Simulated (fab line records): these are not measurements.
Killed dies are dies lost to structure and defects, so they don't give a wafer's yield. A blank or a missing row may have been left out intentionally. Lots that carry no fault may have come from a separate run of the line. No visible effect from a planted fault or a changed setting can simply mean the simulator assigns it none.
fab line records	flow nand_harc
[record] lots = 6	wafers = 18	last_day = 33
route steps=1302 shown P_M0@255 END@1302
lots untouched by any fault: they come from a run of this same line in which no faults occurred
start_h: hours from the record's first day to the start of the lot's first wafer shown	wait_h: hours from the lot's prior step to this one	" unchanged from the row above	L1.1+2: several wafers, shown together as one row	- value missing, or start not given	* or withheld: withheld	< > ~ a bound
route shown NAME@n: names a module that has steps shown in the file, with the first one's number in the route	usual: average and standard deviation across the fault-free wafers	same: alike in all rows	chamber/n: place in a boat	sites: per-site readings	_std_site: the standard deviation of these	_edge_site: outer sites' mean less inner sites'	radius_mm: how far each site lies from the wafer's centre	mask NAME#n: copy n	behind: tool/chamber where the wafer was last shaped	hold: what put the lot on hold/how long, in hours/how the hold closed	device: the transistor (n, p or np) that didn't switch	end of line: the route-end tests of the same wafers	a step given without rows: its recipe and nothing more	killed: dies lost to structure and defects at the first sort, not the wafer's yield	map: the dies of a wafer, with x for killed, . for not killed, _ for no die there
set.NAME: the run value of the setting; set.NAME@STEP: its run value at that earlier step	model.NAME: the simulator's own value behind a step, which no gauge read
lots at selected steps of the route; one table per step, one row per wafer
services: from which hour (start_h, from the record's first day; less than 0 if before it) a tool's chamber was out of use, for how many hours, and why
[[steps]]
[step NHARC_P_M0_HMDS_02]
[recipe] time_s = 30
[step NHARC_P_M0_COAT_33]
[recipe] temp_c = 200	time_s = 65
[step NHARC_P_M0_COAT_03]
[recipe] spin_rpm = 1500	resist_thk_nm = 90
[step NHARC_P_M0_SOFTBAKE_04]
[recipe] temp_c = 105	time_s = 55
[step NHARC_P_M0_EBR_05]
[step NHARC_P_M0_EXPOSE_06]
[recipe] na = 1.35	target_cd_nm = 90	dose_mj = 81.28	mask_id = P_M0
[step NHARC_P_M0_PEB_07]
[recipe] peb_temp_c = 100	peb_time_s = 65
[step NHARC_P_M0_DEVELOP_08]
[recipe] develop_time_s = 35	dev_temp_c = 23
[step NHARC_P_M0_CD_MEAS_09]
[recipe] target_cd_nm = 90	landing_energy_ev = 500
[usual] cd_nm = 89.9/0.59
lot.wafer	tool	chamber	start_h	wait_h	cd_nm
L296.1	cd_sem-02	0	135.44	-	90.1
L296.4	"	0	"	"	90.1
L296.5	"	0	"	"	90.6
L301.3	cd_sem-03	0	180.07	-	90.4
L301.4	"	0	"	"	90.1
L301.5	"	0	"	"	89.6
L307.2	cd_sem-03	0	239.75	-	90.0
L307.3	"	0	"	"	89.6
L307.6	"	0	"	"	90.0
L308.1	cd_sem-02	0	264.11	-	88.9
L308.3	"	0	"	"	89.2
L308.6	"	0	"	"	89.5
L315.1	cd_sem-01	0	322.13	-	89.5
L315.2	"	0	"	"	90.2
L315.4	"	0	"	"	90.4
L316.2	cd_sem-01	0	329.79	-	89.9
L316.5	"	0	"	"	90.4
L316.6	"	0	"	"	89.8
[step NHARC_P_M0_OVL_MEAS_10]
[recipe] pitch_nm = 180
[usual] overlay_x_nm = -0.2/0.71	overlay_y_nm = 0.0/1
lot.wafer	tool	chamber	start_h	wait_h	overlay_x_nm	overlay_y_nm
L296.1	overlay-02	-	135.53	-	-0.7	1.0
L296.4	"	-	"	"	-0.9	1.0
L296.5	"	-	"	"	-0.9	0.1
L301.3	overlay-02	-	180.15	-	0.6	-0.1
L301.4	"	-	"	"	0.7	-0.1
L301.5	"	-	"	"	0.4	0.2
L307.2	overlay-02	-	239.83	-	-0.3	-1.6
L307.3	"	-	"	"	0.3	-1.5
L307.6	"	-	"	"	0.5	-1.4
L308.1	overlay-01	-	264.20	-	-0.3	-0.7
L308.3	"	-	"	"	-0.6	-0.4
L308.6	"	-	"	"	-0.8	-0.5
L315.1	overlay-02	-	322.22	-	-0.8	-1.1
L315.2	"	-	"	"	-1.2	-0.2
L315.4	"	-	"	"	-0.7	-1.0
L316.2	overlay-02	-	329.87	-	-0.4	0.8
L316.5	"	-	"	"	-0.8	1.4
L316.6	"	-	"	"	-0.6	1.2
[step NHARC_P_M0_INSPECT_11]
[usual] raw_defect_count = 4.8/2.7
lot.wafer	tool	chamber	start_h	wait_h	raw_defect_count
L296.1	defect_inspect-02	-	135.57	0.0	5
L296.4	"	-	"	"	5
L296.5	"	-	"	"	2
L301.3	defect_inspect-02	-	180.19	0.0	2
L301.4	"	-	"	"	1
L301.5	"	-	"	"	1
L307.2	defect_inspect-01	-	239.87	0.0	6
L307.3	"	-	"	"	6
L307.6	"	-	"	"	9
L308.1	defect_inspect-02	-	264.24	0.0	5
L308.3	"	-	"	"	5
L308.6	"	-	"	"	2
L315.1	defect_inspect-02	-	322.25	0.0	4
L315.2	"	-	"	"	7
L315.4	"	-	"	"	7
L316.2	defect_inspect-02	-	329.91	0.0	1
L316.5	"	-	"	"	1
L316.6	"	-	"	"	6
[step NHARC_P_M0_DESCUM_14]
[recipe] time_s = 3	o2_flow_sccm = 200	ar_flow_sccm = 0	bias_power_w = 0	chemistry = O2
[usual] chamber_pressure_mTorr = 59.99/0.058	drypump_motor_current_A = 5.67/0.24	o2_flow_sccm = 200.1/0.63	oes_product_au = 0.999/0.0074	rf_vpp_V = 57.9/0.95	showerhead_plenum_p_Torr = 1.94/0.074	throttle_valve_pct = 11.310/0.0092
[same] bias_power_w = 0
lot.wafer	tool	chamber	start_h	wait_h	chamber_pressure_mTorr	drypump_motor_current_A	o2_flow_sccm	oes_product_au	rf_hours_counter_h	rf_vpp_V	showerhead_plenum_p_Torr	throttle_valve_pct
L296.1	rie_diel-13	0	135.63	0.1	60.06	5.39	200.5	1.003	21	57.5	1.92	11.309
L296.5	"	0	"	"	59.96	5.49	200.6	0.987	-	57.0	1.92	11.296
L296.4	"	3	"	"	59.90	5.80	199.9	1.000	-	56.8	2.05	11.329
L301.4	rie_diel-13	0	180.25	0.1	59.94	5.43	200.7	0.997	2	56.9	1.91	11.313
L301.3	"	2	"	"	59.95	6.04	199.3	1.001	2	56.6	1.86	11.296
L301.5	"	0	"	"	59.98	5.43	200.0	0.996	-	58.0	1.91	11.321
L307.3	rie_diel-06	2	239.94	0.1	60.06	5.72	200.4	1.001	29	57.8	2.05	11.307
L307.2	"	3	"	"	59.92	5.81	200.8	1.007	34	57.0	1.97	11.303
L307.6	"	1	"	"	60.00	5.30	198.9	1.011	-	57.9	1.82	11.312
L308.3	rie_diel-13	0	264.31	0.1	60.05	5.45	199.7	1.005	13	57.6	1.91	11.307
L308.1	"	1	"	"	59.96	5.56	199.8	1.004	13	59.1	1.91	11.289
L308.6	"	3	"	"	60.10	5.80	200.3	1.006	-	58.0	2.04	11.302
L315.4	rie_diel-13	2	322.31	0.1	59.92	6.03	199.8	0.984	25	57.1	1.85	11.308
L315.1	"	0	"	"	59.93	5.45	200.1	0.992	22	57.7	1.91	11.311
L315.2	"	1	"	"	59.96	5.54	199.9	0.992	24	57.3	1.90	11.299
L316.2	rie_diel-06	1	330.00	0.1	59.97	5.32	200.5	1.009	5	58.7	1.81	11.311
L316.5	"	2	"	"	59.94	5.79	199.6	1.011	-	57.7	2.04	11.311
L316.6	"	3	"	"	60.11	5.82	200.6	1.000	-	57.5	1.96	11.308
[step NHARC_P_M0_ETCH_34]
[recipe] target_depth_a = 400	overetch_a = 120	time_s = 43.94	ion_energy_ev = 200	n2_flow_sccm = 150	h2_flow_sccm = 150	ar_flow_sccm = 0	rf_w = 400	bias_w = 150	chemistry = N2/H2
[usual] bias_w = 150.0/0.45	chamber_pressure_mTorr = 29.999/0.027	drypump_motor_current_A = 5.70/0.24	oes_product_au = 0.999/0.0073	rf_vpp_V = 431.5/2.4	showerhead_plenum_p_Torr = 2.08/0.083	throttle_valve_pct = 14.171/0.0096
lot.wafer	tool	chamber	start_h	wait_h	bias_w	chamber_pressure_mTorr	drypump_motor_current_A	oes_product_au	rf_hours_counter_h	rf_vpp_V	showerhead_plenum_p_Torr	throttle_valve_pct
L296.1	rie_diel-13	0	135.75	0.1	150.0	29.984	5.48	1.003	21	431.6	2.04	14.176
L296.5	"	3	"	"	149.9	29.983	5.80	0.998	-	433.5	2.19	14.166
L296.4	"	0	"	"	150.1	29.967	5.48	1.010	-	430.6	2.04	14.168
L301.4	rie_diel-13	1	180.33	0.1	149.8	29.987	5.50	0.991	3	428.8	2.04	14.156
L301.3	"	3	"	"	150.0	30.000	5.76	0.998	2	434.2	2.19	14.175
L301.5	"	1	"	"	149.3	29.969	5.52	0.993	-	429.6	2.04	14.175
L307.2	rie_diel-06	2	240.01	0.1	-	-	-	-	-	-	-	-
L307.3	"	3	"	"	-	-	-	-	-	-	-	-
L307.6	"	3	"	"	-	-	-	-	-	-	-	-
L308.1	rie_diel-13	1	264.40	0.1	-	-	-	-	-	-	-	-
L308.3	"	2	"	"	-	-	-	-	-	-	-	-
L308.6	"	3	"	"	-	-	-	-	-	-	-	-
L315.4	rie_diel-13	3	322.40	0.1	150.3	30.001	5.76	1.000	22	433.7	2.18	14.183
L315.1	"	0	"	"	150.2	30.029	5.46	0.987	22	429.8	2.03	14.179
L315.2	"	1	"	"	150.4	29.988	5.53	1.012	24	429.8	2.03	14.158
L316.2	rie_diel-06	1	330.07	0.1	150.4	30.004	5.30	1.014	5	427.0	1.93	14.193
L316.5	"	3	"	"	150.4	30.033	5.84	1.002	-	430.4	2.09	14.156
L316.6	"	0	"	"	150.0	29.974	6.22	1.007	-	430.4	2.05	14.182
[step NHARC_P_M0_ETCH_15]
[recipe] target_depth_a = 1500	overetch_a = 150	time_s = 82.5	c4f8_flow_sccm = withheld	ar_flow_sccm = 400	rf_w = 600	bias_w = 300	chemistry = C4F8/Ar
[usual] bias_w = 300.0/0.87	chamber_pressure_mTorr = 24.999/0.02	oes_product_au = 0.957/0.018	rf_vpp_V = 441.7/2.4
lot.wafer	tool	chamber	start_h	wait_h	bias_w	chamber_pressure_mTorr	oes_product_au	rf_hours_counter_h	rf_vpp_V
L296.1	rie_diel-13	3	-	-	301.7	24.980	0.964	21	445.7
L296.4	"	3	"	"	302.4	24.985	0.965	-	445.6
L296.5	"	0	"	"	299.8	24.981	0.955	-	441.7
L301.3	rie_diel-13	1	-	-	299.7	24.986	0.957	3	440.0
L301.4	"	3	"	"	298.7	24.986	0.983	2	444.7
L301.5	"	0	"	"	301.9	24.940	0.954	-	440.7
L307.2	rie_diel-06	2	240.10	0.1	299.6	24.992	0.931	29	445.0
L307.3	"	3	"	"	300.2	25.009	0.933	34	441.4
L307.6	"	2	"	"	302.4	25.001	0.926	-	443.6
L308.3	rie_diel-13	1	264.49	0.1	300.5	24.958	0.971	13	441.5
L308.1	"	3	"	"	299.7	24.983	0.965	12	444.4
L308.6	"	0	"	"	299.8	25.002	0.958	-	441.1
L315.1	rie_diel-13	1	-	-	299.7	25.010	0.955	24	439.0
L315.4	"	2	"	"	300.9	24.976	0.940	25	439.6
L315.2	"	3	"	"	299.7	24.991	0.941	22	445.2
L316.2	rie_diel-06	1	-	-	300.1	25.016	0.997	5	438.7
L316.5	"	1	"	"	299.5	25.005	0.987	-	438.0
L316.6	"	2	"	"	299.9	24.986	0.964	-	445.1
[step NHARC_END_SORT_01]
[recipe] temp_c = 25
[usual] defect_limited_yield = 91.4/2.4	killed_at_array = 54/16	killed_at_other = 0.6/0.86	killed_at_periphery = 3.8/2.6	killed_dies = 58/16	killed_open = 3.3/1.8	killed_short = 2.7/1.7	sort_bin_2_pct = 3.1/1.1	sort_bin_3_pct = 0.7/0.39	sort_bin_4_pct = 4.8/1.3	sort_n_pass = 619/16	sort_rim_yield_pct = 89/6	sort_yield_pct = 91.4/2.4
[same] gross_dies = 677	sort_bin_5_pct[%] = 0	sort_bin_6_pct[%] = 0	sort_bin_7_pct[%] = 0	sort_bin_8_pct[%] = 0	sort_rim_n_gross = 106.00
lot.wafer	tool	chamber	start_h	wait_h	hold	defect_limited_yield[%]	killed_at_array	killed_at_other	killed_at_periphery	killed_dies	killed_open	killed_short	sort_bin_2_pct[%]	sort_bin_3_pct[%]	sort_bin_4_pct[%]	sort_n_pass	sort_rim_yield_pct[%]	sort_yield_pct[%]
L296.1	prober-02	0	571.19	2.5	-	86.3	88	1	4	93	2	2	5.3	1.2	7.2	584	90	86.3
L296.4	prober-02	0	573.60	3.4	-	90.7	57	1	5	63	2	1	3.7	0.4	5.2	614	96	90.7
L296.5	prober-02	0	574.41	3.7	-	89.5	67	1	3	71	2	5	4.3	0.7	5.5	606	90	89.5
L301.3	prober-02	0	604.04	3.1	-	87.6	78	0	6	84	5	5	4.9	0.7	6.8	593	98	87.6
L301.4	prober-02	0	604.83	3.4	-	86.3	89	0	4	93	3	5	4.7	1.5	7.5	584	93	86.3
L301.5	prober-02	0	605.62	3.7	-	91.6	57	0	0	57	3	2	3.2	1.0	4.1	620	98	91.6
L307.2	prober-01	0	676.37	2.8	await_dispo/2.2h/scrap	0	35	1	641	677	4	4	96.8	0.7	2.5	0	0	0
L307.3	prober-01	0	677.16	3.1	await_dispo/2.2h/scrap	0	37	0	640	677	1	3	96.3	0.1	3.5	0	0	0
L307.6	prober-01	0	679.53	4.0	await_dispo/2.2h/scrap	0	33	0	644	677	3	2	96.0	0.6	3.4	0	0	0
L308.1	prober-02	0	708.66	2.5	await_dispo/2.3h/scrap	0	52	0	625	677	3	1	94.7	0.7	4.6	0	0	0
L308.3	prober-02	0	710.24	3.1	await_dispo/2.3h/scrap	0	53	1	623	677	5	3	93.5	0.4	6.1	0	0	0
L308.6	prober-02	0	712.61	4.0	await_dispo/2.3h/scrap	0	56	0	621	677	6	2	94.7	0.6	4.7	0	0	0
L315.1	prober-02	0	773.20	2.5	-	91.6	55	0	2	57	1	3	3.0	1.0	4.4	620	80	91.6
L315.2	prober-02	0	774.01	2.8	-	89.8	59	2	8	69	3	3	2.2	0.9	7.1	608	78	89.8
L315.4	prober-02	0	775.62	3.4	-	90.5	58	0	6	64	5	2	4.0	1.2	4.3	613	78	90.5
L316.2	prober-01	0	781.78	2.8	-	89.7	67	2	1	70	4	4	3.5	1.0	5.8	607	86	89.7
L316.5	prober-01	0	784.19	3.7	-	91.7	51	4	1	56	6	3	2.5	0.9	4.9	621	88	91.7
L316.6	prober-01	0	784.99	4.0	-	91.6	48	2	7	57	4	2	3.0	1.0	4.4	620	80	91.6
// killed by level:class
L296.1 A_CHANNEL_HOLE_D1:chamber_film_flake=37 A_CHANNEL_HOLE_D2:chamber_film_flake=34 A_CONTACT:chamber_film_flake=4 A_ZERO_WELL:chamber_film_flake=3 A_ONON_D1:geometric_particle:open=2 P_GATE:chamber_film_flake=2 A_DECK1_JOINT:chamber_film_flake=2 A_STAIRCASE:chamber_film_flake=2
L296.4 A_CHANNEL_HOLE_D1:chamber_film_flake=26 A_CHANNEL_HOLE_D2:chamber_film_flake=20 P_GATE:chamber_film_flake=3 P_BONDPAD:chamber_film_flake=2 A_STAIRCASE:chamber_film_flake=2 A_CONTACT:chamber_film_flake=2 A_ONON_D1:geometric_particle:open=1 A_ONON_D2:geometric_particle:short=1
L296.5 A_CHANNEL_HOLE_D1:chamber_film_flake=24 A_CHANNEL_HOLE_D2:chamber_film_flake=23 A_CONTACT:chamber_film_flake=6 A_STAIRCASE:chamber_film_flake=4 A_M0:geometric_particle:short=2 P_BONDPAD:chamber_film_flake=2 P_GATE:geometric_particle:open=1 A_ONON_D1:geometric_particle:short=1
L301.3 A_CHANNEL_HOLE_D1:chamber_film_flake=36 A_CHANNEL_HOLE_D2:chamber_film_flake=31 A_CHANNEL_FILL_D2:geometric_particle:short=3 A_STAIRCASE:chamber_film_flake=3 P_CONTACT:geometric_particle:open=2 A_CONTACT:chamber_film_flake=2 P_ZERO_WELL:geometric_particle:short=1 P_CONTACT:geometric_particle:short=1
L301.4 A_CHANNEL_HOLE_D2:chamber_film_flake=43 A_CHANNEL_HOLE_D1:chamber_film_flake=35 P_M0:geometric_particle:short=2 A_CHANNEL_FILL_D2:geometric_particle:short=2 A_STAIRCASE:chamber_film_flake=2 A_CONTACT:chamber_film_flake=2 P_CONTACT:geometric_particle:short=1 A_SOURCE_PLATE:geometric_particle:open=1
L301.5 A_CHANNEL_HOLE_D1:chamber_film_flake=26 A_CHANNEL_HOLE_D2:chamber_film_flake=20 A_STAIRCASE:chamber_film_flake=3 A_BLC:geometric_particle:open=2 A_WL_FILL:geometric_particle:short=1 A_CONTACT:geometric_particle:open=1 A_BLC:geometric_particle:short=1 A_CHANNEL_FILL_D1:chamber_film_flake=1
L307.2 P_M0:area_etch=634 A_SLIT:chamber_film_flake=14 A_CHANNEL_HOLE_D1:chamber_film_flake=4 P_ZERO_WELL:chamber_film_flake=3 A_STAIRCASE:chamber_film_flake=3 A_WL_FILL:geometric_particle:short=2 P_GATE:chamber_film_flake=2 A_WL_FILL:chamber_film_flake=2
L307.3 P_M0:area_etch=635 A_SLIT:chamber_film_flake=17 A_CHANNEL_HOLE_D1:chamber_film_flake=5 A_STAIRCASE:chamber_film_flake=4 P_GATE:chamber_film_flake=3 A_WL_FILL:chamber_film_flake=3 P_ZERO_WELL:chamber_film_flake=2 A_CHANNEL_HOLE_D2:chamber_film_flake=2
L307.6 P_M0:area_etch=635 A_SLIT:chamber_film_flake=17 A_CHANNEL_HOLE_D1:chamber_film_flake=5 P_GATE:chamber_film_flake=4 A_BONDPAD:chamber_film_flake=4 P_ZERO_WELL:chamber_film_flake=3 P_M0:geometric_particle:open=1 P_M1:geometric_particle:short=1
L308.1 P_M0:area_etch=622 A_CHANNEL_HOLE_D1:chamber_film_flake=39 A_CONTACT:chamber_film_flake=4 A_STAIRCASE:chamber_film_flake=2 P_M1:geometric_particle:open=1 A_SOURCE_PLATE:geometric_particle:open=1 A_CHANNEL_FILL_D1:geometric_particle:open=1 A_M1:geometric_particle:short=1
L308.3 P_M0:area_etch=619 A_CHANNEL_HOLE_D1:chamber_film_flake=33 A_STAIRCASE:chamber_film_flake=4 A_SLIT:chamber_film_flake=3 A_CONTACT:geometric_particle:open=2 P_GATE:chamber_film_flake=2 A_CHANNEL_FILL_D1:chamber_film_flake=2 A_CONTACT:chamber_film_flake=2
L308.6 P_M0:area_etch=618 A_CHANNEL_HOLE_D1:chamber_film_flake=35 A_SLIT:chamber_film_flake=5 A_CHANNEL_FILL_D2:chamber_film_flake=3 A_BLC:geometric_particle:open=2 A_STAIRCASE:chamber_film_flake=2 A_CONTACT:chamber_film_flake=2 P_GATE:geometric_particle:open=1
L315.1 A_CHANNEL_HOLE_D2:chamber_film_flake=19 A_SLIT:chamber_film_flake=16 A_CONTACT:chamber_film_flake=7 A_CHANNEL_HOLE_D1:chamber_film_flake=6 A_STAIRCASE:chamber_film_flake=3 P_M0:geometric_particle:short=1 A_SOURCE_PLATE:geometric_particle:short=1 A_ONON_D1:geometric_particle:open=1
L315.2 A_SLIT:chamber_film_flake=20 A_CHANNEL_HOLE_D2:chamber_film_flake=13 A_CONTACT:chamber_film_flake=12 A_CHANNEL_HOLE_D1:chamber_film_flake=6 P_GATE:chamber_film_flake=3 A_STAIRCASE:chamber_film_flake=3 A_CHANNEL_FILL_D2:chamber_film_flake=2 P_CONTACT:geometric_particle:short=1
L315.4 A_CHANNEL_HOLE_D2:chamber_film_flake=22 A_SLIT:chamber_film_flake=16 A_CONTACT:chamber_film_flake=7 A_CHANNEL_HOLE_D1:chamber_film_flake=4 A_ONON_D2:geometric_particle:short=2 P_STI:chamber_film_flake=2 P_GATE:chamber_film_flake=2 P_CONTACT:geometric_particle:open=1
L316.2 A_SLIT:chamber_film_flake=21 A_CONTACT:chamber_film_flake=14 A_CHANNEL_HOLE_D2:chamber_film_flake=14 A_CHANNEL_HOLE_D1:chamber_film_flake=7 A_ONON_D2:geometric_particle:open=2 A_CHANNEL_FILL_D1:chamber_film_flake=2 A_STAIRCASE:chamber_film_flake=2 THIN_TSV:chamber_film_flake=2
L316.5 A_SLIT:chamber_film_flake=13 A_CHANNEL_HOLE_D2:chamber_film_flake=10 A_CONTACT:chamber_film_flake=9 A_CHANNEL_HOLE_D1:chamber_film_flake=8 A_DECK1_JOINT:geometric_particle:open=3 THIN_TSV:chamber_film_flake=3 A_STAIRCASE:chamber_film_flake=2 A_CHANNEL_FILL_D1:chamber_film_flake=2
L316.6 A_CHANNEL_HOLE_D2:chamber_film_flake=14 A_CHANNEL_HOLE_D1:chamber_film_flake=11 A_CONTACT:chamber_film_flake=10 A_SLIT:chamber_film_flake=8 P_CONTACT:geometric_particle:open=2 P_CONTACT:chamber_film_flake=2 A_CHANNEL_FILL_D1:chamber_film_flake=2 THIN_TSV:chamber_film_flake=2
// map L307.2 (x killed, . not)
____________x____________
_________xxxxxxx_________
_______xxxxxxxxxxx_______
______xxxxxxxxxxxxx______
_____xxxxxxxxxxxxxxx_____
____xxxxxxxxxxxxxxxxx____
____xxxxxxxxxxxxxxxxx____
___xxxxxxxxxxxxxxxxxxx___
___xxxxxxxxxxxxxxxxxxx___
__xxxxxxxxxxxxxxxxxxxxx__
__xxxxxxxxxxxxxxxxxxxxx__
_xxxxxxxxxxxxxxxxxxxxxxx_
_xxxxxxxxxxxxxxxxxxxxxxx_
_xxxxxxxxxxxxxxxxxxxxxxx_
_xxxxxxxxxxxxxxxxxxxxxxx_
_xxxxxxxxxxxxxxxxxxxxxxx_
xxxxxxxxxxxxxxxxxxxxxxxxx
xxxxxxxxxxxxxxxxxxxxxxxxx
xxxxxxxxxxxxxxxxxxxxxxxxx
xxxxxxxxxxxxxxxxxxxxxxxxx
xxxxxxxxxxxxxxxxxxxxxxxxx
_xxxxxxxxxxxxxxxxxxxxxxx_
_xxxxxxxxxxxxxxxxxxxxxxx_
_xxxxxxxxxxxxxxxxxxxxxxx_
_xxxxxxxxxxxxxxxxxxxxxxx_
_xxxxxxxxxxxxxxxxxxxxxxx_
__xxxxxxxxxxxxxxxxxxxxx__
__xxxxxxxxxxxxxxxxxxxxx__
___xxxxxxxxxxxxxxxxxxx___
___xxxxxxxxxxxxxxxxxxx___
____xxxxxxxxxxxxxxxxx____
____xxxxxxxxxxxxxxxxx____
_____xxxxxxxxxxxxxxx_____
______xxxxxxxxxxxxx______
_______xxxxxxxxxxx_______
_________xxxxxxx_________
____________x____________
// map L308.1 (x killed, . not)
____________x____________
_________xxxxxxx_________
_______xxxxxxxxxxx_______
______xxxxxxxxxxxxx______
_____xxxxxxxxxxxxxxx_____
____xxxxxxxxxxxxxxxxx____
____xxxxxxxxxxxxxxxxx____
___xxxxxxxxxxxxxxxxxxx___
___xxxxxxxxxxxxxxxxxxx___
__xxxxxxxxxxxxxxxxxxxxx__
__xxxxxxxxxxxxxxxxxxxxx__
_xxxxxxxxxxxxxxxxxxxxxxx_
_xxxxxxxxxxxxxxxxxxxxxxx_
_xxxxxxxxxxxxxxxxxxxxxxx_
_xxxxxxxxxxxxxxxxxxxxxxx_
_xxxxxxxxxxxxxxxxxxxxxxx_
xxxxxxxxxxxxxxxxxxxxxxxxx
xxxxxxxxxxxxxxxxxxxxxxxxx
xxxxxxxxxxxxxxxxxxxxxxxxx
xxxxxxxxxxxxxxxxxxxxxxxxx
xxxxxxxxxxxxxxxxxxxxxxxxx
_xxxxxxxxxxxxxxxxxxxxxxx_
_xxxxxxxxxxxxxxxxxxxxxxx_
_xxxxxxxxxxxxxxxxxxxxxxx_
_xxxxxxxxxxxxxxxxxxxxxxx_
_xxxxxxxxxxxxxxxxxxxxxxx_
__xxxxxxxxxxxxxxxxxxxxx__
__xxxxxxxxxxxxxxxxxxxxx__
___xxxxxxxxxxxxxxxxxxx___
___xxxxxxxxxxxxxxxxxxx___
____xxxxxxxxxxxxxxxxx____
____xxxxxxxxxxxxxxxxx____
_____xxxxxxxxxxxxxxx_____
______xxxxxxxxxxxxx______
_______xxxxxxxxxxx_______
_________xxxxxxx_________
____________x____________
[[services]]
tool	chamber	start_h	hours	kind
rie_diel-13	0	119.81	-	clean
rie_diel-13	1	119.81	-	clean
rie_diel-13	2	119.81	-	clean
rie_diel-13	3	119.81	-	clean
rie_diel-13	3	121.91	2.5	repair
rie_diel-13	2	122.06	14.3	repair
rie_diel-06	-	131.31	9.0	pm
rie_diel-13	0	144.69	-	clean
rie_diel-13	1	144.69	-	clean
rie_diel-13	2	144.69	-	clean
rie_diel-13	3	144.69	-	clean
rie_diel-13	-	165.18	9.0	pm
rie_diel-13	0	165.18	9.0	vent_cycle
rie_diel-13	1	165.18	9.0	vent_cycle
rie_diel-13	2	165.18	9.0	vent_cycle
rie_diel-13	3	165.18	9.0	vent_cycle
rie_diel-13	0	174.18	-	clean
rie_diel-13	0	174.18	-	consumable_replace:focus_ring
rie_diel-13	1	174.18	-	clean
rie_diel-13	1	205.06	6.9	repair
rie_diel-06	2	221.09	7.0	repair
rie_diel-06	1	255.41	5.6	repair
rie_diel-13	2	304.40	5.2	repair
rie_diel-06	-	308.31	9.0	pm
[[key]]
[first_sign] step = NHARC_P_M0_ETCH_34	reading = tool_record	direction = missing
[effect] step = NHARC_END_SORT_01	reading = killed_at_periphery	direction = up	sigmas = 99+	usual = 3.8	struck = 632.3
[more_kills_born_at] NHARC_P_M0_ETCH_34@rie_diel-06 = 1904	NHARC_P_M0_ETCH_34@rie_diel-13 = 1859
met_at NHARC_P_M0_ETCH_34
struck_wafers L307.2,L307.3,L307.6,L308.1,L308.3,L308.6
later_rows_left_out L307.2,L307.3,L307.6,L308.1,L308.3,L308.6
onset_between 180.33 240.01
[fault] kind = skipped_step_whole	tool = rie_diel-06,rie_diel-13	chamber = -	onset_h = 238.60	steps = NHARC_P_M0_ETCH_34	scope = struck_lots_only
// later_rows_left_out: the simulator's readings of these wafers behind a module that went badly wrong aren't trusted and aren't shown, but for the sort
